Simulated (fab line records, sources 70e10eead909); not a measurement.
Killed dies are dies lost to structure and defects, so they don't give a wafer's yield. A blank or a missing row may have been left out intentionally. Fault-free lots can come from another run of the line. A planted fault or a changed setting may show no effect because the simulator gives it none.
Chamber matching | flow nand_harc | 3 sister chambers for NHARC_P_M2_PRE_CLEAN_32 on pecvd-03
The step time 12 s. 16 wafers are shown with their chamber, then 8 later ones without.

WAFERS WITH THEIR CHAMBER
wafer  | chamber | heater_power_w (W) | rf_fwd_power_W (W)
L123.1 | 2       | 463                | 293.1
L123.3 | 0       | 589                | 293.9
L123.4 | 1       | 665                | 293.1
L125.2 | 2       | 518                | 292.7
L125.5 | 0       | 590                | 293.7
L125.6 | 1       | 643                | 291.9
L136.2 | 1       | 593                | 292.8
L136.4 | 2       | 530                | 291.9
L136.5 | 1       | 585                | 292.7
L140.1 | 1       | 660                | 292.1
L140.2 | 0       | 683                | 292.9
L140.6 | 0       | 675                | 292.2
L141.3 | 0       | 603                | 292.6
L141.4 | 2       | 548                | 292.0
L141.5 | 0       | 610                | 292.2
L142.3 | 1       | 686                | 294.8

SIGNATURES, as means of the wafers listed above
reading        | chamber 0 | chamber 1 | chamber 2 | scatter within a chamber
heater_power_w | 625.00    | 638.67    | 514.75    | 40.7
rf_fwd_power_W | 292.917   | 292.900   | 292.425   | 0.834
Rule: a wafer lies at a distance from a chamber equal to the root of the sum of squares, over the readings, of (its reading less the chamber's mean, divided by the reading's scatter). The wafer belongs to the nearest chamber; if the next one is less than 2 further off, it can't be placed. How the scatter is found: for the shown wafers, subtract from each reading the mean of its chamber, square and add these, divide the total by (wafers less chambers), then take the root.

WAFERS WHOSE CHAMBER IS MISSING
wafer  | heater_power_w (W) | rf_fwd_power_W (W)
L142.4 | 692                | 292.5
L142.6 | 502                | 293.0
L143.1 | 691                | 293.5
L143.4 | 531                | 290.9
L143.6 | 597                | 292.2
L144.1 | 486                | 293.0
L144.3 | 586                | 293.2
L144.4 | 482                | 292.6

WHICH CHAMBER EACH WENT THROUGH
wafer  | from the rows above          | in truth
L142.4 | can't be placed: 1 or 0      | 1
L142.6 | 2                            | 2
L143.1 | can't be placed: 1 or 0      | 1
L143.4 | can't be placed: 2 or 0 or 1 | 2
L143.6 | can't be placed: 0 or 1 or 2 | 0
L144.1 | 2                            | 2
L144.3 | can't be placed: 0 or 1 or 2 | 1
L144.4 | 2                            | 2
3 of 8 placed correctly. These rows do not allow placing 5 (true chamber among the candidates in 5). Placed wrongly: 0.
